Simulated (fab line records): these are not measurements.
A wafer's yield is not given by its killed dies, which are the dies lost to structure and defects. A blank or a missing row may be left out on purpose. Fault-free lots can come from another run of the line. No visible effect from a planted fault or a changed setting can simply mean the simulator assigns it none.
Which tool is to blame? :: flow n5_finfet :: 10 lots with 29 wafers sampled at 3 steps, on a route of 1938 steps

== WHAT THE GAUGES SHOWED, per wafer ==
N5_ILD0_THK_MEAS_08. Usual: 139.1 nm for thk_nm, sd 1.
lot: L258
measured: day 3 21:51
on: film_metro-02
thk_nm (nm): 138.9 139.1 139.8
flag: 

lot: L259
measured: day 4 03:26
on: film_metro-02
thk_nm (nm): 138.8 138.4 137.6
flag: 

lot: L260
measured: day 4 11:37
on: film_metro-02
thk_nm (nm): 139.2 140.1 138.7
flag: 

lot: L262
measured: day 4 18:40
on: film_metro-02
thk_nm (nm): 138.8 137.6 138.1
flag: 

lot: L263
measured: day 5 00:49
on: film_metro-02
thk_nm (nm): 138.9 139.9 140.9
flag: 

lot: L264
measured: day 5 09:07
on: film_metro-01
thk_nm (nm): 139.3 141.2 140.4
flag: 

lot: L274
measured: day 7 20:35
on: film_metro-02
thk_nm (nm): 138.6 138.1
flag: 

lot: L276
measured: day 8 08:44
on: film_metro-01
thk_nm (nm): 137.9 136.3 135.5
flag: 

lot: L278
measured: day 9 01:49
on: film_metro-01
thk_nm (nm): 138.2 138.6 139.4
flag: 

lot: L280
measured: day 9 08:53
on: film_metro-01
thk_nm (nm): 138.5 139.6 139.0
flag: 

N5_SDB_OVL_MEAS_12. Usual: for SDB_OVL the level is -0.6 nm and the standard deviation is 0.72.
lot: L258
measured: day 4 01:37
on: overlay-02
SDB_OVL (nm): -0.1 -0.4 -1.1
flag: 

lot: L259
measured: day 4 07:14
on: overlay-02
SDB_OVL (nm): -1.4 -1.7 -0.6
flag: 

lot: L260
measured: day 4 15:14
on: overlay-02
SDB_OVL (nm): 0.1 -0.1 -1.4
flag: 

lot: L262
measured: day 4 23:26
on: overlay-01
SDB_OVL (nm): 0.7 0.6 -1.2
flag: 

lot: L263
measured: day 5 04:38
on: overlay-02
SDB_OVL (nm): 0.2 0.3 -0.3
flag: 

lot: L264
measured: day 5 12:52
on: overlay-02
SDB_OVL (nm): -0.5 -0.4 -0.2
flag: 

lot: L274
measured: day 8 00:17
on: overlay-01
SDB_OVL (nm): -0.6 -1.1
flag: 

lot: L276
measured: day 8 12:30
on: overlay-01
SDB_OVL (nm): -1.4 -0.1 -0.4
flag: 

lot: L278
measured: day 9 05:37
on: overlay-01
SDB_OVL (nm): -0.2 0.6 0.1
flag: 

lot: L280
measured: day 9 12:33
on: overlay-02
SDB_OVL (nm): -0.6 0.8 -1.0
flag: 

== WHICH TOOL RAN EACH LOT (tool, then ch and the chambers of the sampled wafers, then the start) ==
lot: L258
N5_SDB_HM_DEP_00: pecvd-01 ch 0,1,2, day 4 01:08

lot: L259
N5_SDB_HM_DEP_00: pecvd-04 ch 0,1, day 4 06:43

lot: L260
N5_SDB_HM_DEP_00: pecvd-01 ch 0,2, day 4 14:53

lot: L262
N5_SDB_HM_DEP_00: pecvd-01 ch 0,1,2, day 4 22:58

lot: L263
N5_SDB_HM_DEP_00: pecvd-04 ch 1,2, day 5 04:17

lot: L264
N5_SDB_HM_DEP_00: pecvd-01 ch 0,1,2, day 5 12:23

lot: L274
N5_SDB_HM_DEP_00: pecvd-04 ch 0,1, day 7 23:55

lot: L276
N5_SDB_HM_DEP_00: pecvd-01 ch 0,1, day 8 12:01

lot: L278
N5_SDB_HM_DEP_00: pecvd-03 ch 0,2, day 9 05:06

lot: L280
N5_SDB_HM_DEP_00: pecvd-01 ch 1,2, day 9 12:12
- N5_SDB_HM_DEP_00: deposits SiNx from SiH4/NH3/N2, target thk 40 nm, time 35.3 s.

== AS READ BY THE TOOLS THEMSELVES (means over the sampled wafers that have a number; for cases with no such wafer, the mark the record gives instead) ==
N5_SDB_HM_DEP_00. Usual: heater_power_w 730 W, standard deviation 65; showerhead_plenum_p_Torr 5.15 Torr, standard deviation 0.043; throttle_valve_pct 40.4 %, standard deviation 2.3.
lot: L258
tool: pecvd-01
heater_power_w (W): 725
showerhead_plenum_p_Torr (Torr): 5.17
throttle_valve_pct (%): 41.2
flag: 

lot: L259
tool: pecvd-04
heater_power_w (W): 727
showerhead_plenum_p_Torr (Torr): 5.14
throttle_valve_pct (%): 42.3
flag: 

lot: L260
tool: pecvd-01
heater_power_w (W): 689
showerhead_plenum_p_Torr (Torr): 5.17
throttle_valve_pct (%): 40.2
flag: 

lot: L262
tool: pecvd-01
heater_power_w (W): 723
showerhead_plenum_p_Torr (Torr): 5.17
throttle_valve_pct (%): 41.2
flag: 

lot: L263
tool: pecvd-04
heater_power_w (W): 722
showerhead_plenum_p_Torr (Torr): 5.14
throttle_valve_pct (%): 38.0
flag: 

lot: L264
tool: pecvd-01
heater_power_w (W): 674
showerhead_plenum_p_Torr (Torr): 5.16
throttle_valve_pct (%): 41.3
flag: 

lot: L274
tool: pecvd-04
heater_power_w (W): 720
showerhead_plenum_p_Torr (Torr): 5.14
throttle_valve_pct (%): 42.3
flag: 

lot: L276
tool: pecvd-01
heater_power_w (W): 775
showerhead_plenum_p_Torr (Torr): 5.19
throttle_valve_pct (%): 41.5
flag: 

lot: L278
tool: pecvd-03
heater_power_w (W): 793
showerhead_plenum_p_Torr (Torr): 5.09
throttle_valve_pct (%): 38.2
flag: 

lot: L280
tool: pecvd-01
heater_power_w (W): 772
showerhead_plenum_p_Torr (Torr): 5.16
throttle_valve_pct (%): 42.5
flag: 

== THE ANSWER, worked out from the rows above alone ==
Rule: lot off if the mean of its wafers having a number is beyond 3 standard deviations from the usual mean. Also off: a lot with no number at a reading for which 4 or more lots have one. All remaining lots with rows at the step are treated as sound. After the gauges, taken in route order, come the tools' own readings; for these a lot's mean is taken, as printed above. The first step at which some lot is off is used, and at that step the reading that is off furthest; a lot without a number counts as furthest.
Across all readings shown, no lot is off: no conclusion can be drawn from this.

== WHAT WAS PUT IN BY THE SIMULATOR ==
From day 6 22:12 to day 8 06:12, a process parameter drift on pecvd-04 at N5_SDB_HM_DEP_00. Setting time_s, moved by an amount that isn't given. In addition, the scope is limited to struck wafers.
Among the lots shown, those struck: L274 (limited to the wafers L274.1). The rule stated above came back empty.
